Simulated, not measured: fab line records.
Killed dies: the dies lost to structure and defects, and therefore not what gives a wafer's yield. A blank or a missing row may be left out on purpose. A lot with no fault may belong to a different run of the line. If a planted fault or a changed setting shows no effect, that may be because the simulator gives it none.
Matching of chambers ; flow nand-harc ; rie-si-05 running NHARC_P_GATE_ETCH_32: 4 sister chambers
The step etches the open film in HBr/Cl2, target depth 150 nm, time 100.1 s. 8 wafers are shown with their chamber, then 8 later ones without.

## EACH WAFER AND ITS CHAMBER
wafer;chamber;drypump-motor-current-A (A);oes-product-au (a.u.)
L079.5;2;5.9;1.003
L079.6;1;6.0;1.002
L083.1;1;6.0;0.995
L083.3;3;5.6;0.999
L085.3;2;5.8;1.004
L085.4;0;5.6;0.987
L085.5;3;5.6;1.006
L086.2;0;5.6;0.993

## WAFERS WHOSE CHAMBER IS MISSING
wafer;drypump-motor-current-A (A);oes-product-au (a.u.)
L086.4;5.9;1.000
L086.6;5.9;0.993
L088.1;6.0;0.997
L088.4;5.6;1.007
L088.5;5.8;1.005
L091.1;6.0;1.001
L091.2;5.6;0.999
L091.5;5.9;1.002

## EACH ONE'S CHAMBER
wafer;from the rows above;in truth
L086.4;can't be placed: 2 or 1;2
L086.6;can't be placed: 2 or 1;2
L088.1;1;1
L088.4;3;3
L088.5;2;2
L091.1;1;1
L091.2;can't be placed: 3 or 0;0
L091.5;can't be placed: 2 or 1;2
Placed correctly: 4 of 8. From these rows, 4 cannot be placed; in 4 the true chamber is one of the candidates. Wrongly placed: 0.
How it was worked out, from the rows above alone: a wafer's distance from a chamber is the root of the sum, over the readings, of the square of ((its reading less the chamber's mean) divided by the reading's scatter). If the next closest chamber is less than 2 further off than the closest, the wafer can't be placed; otherwise it belongs to the closest. The mean given for a chamber averages the wafers shown for that chamber. How the scatter is found: for the shown wafers, subtract from each reading the mean of its chamber, square and add these, divide the total by (wafers less chambers), then take the root.
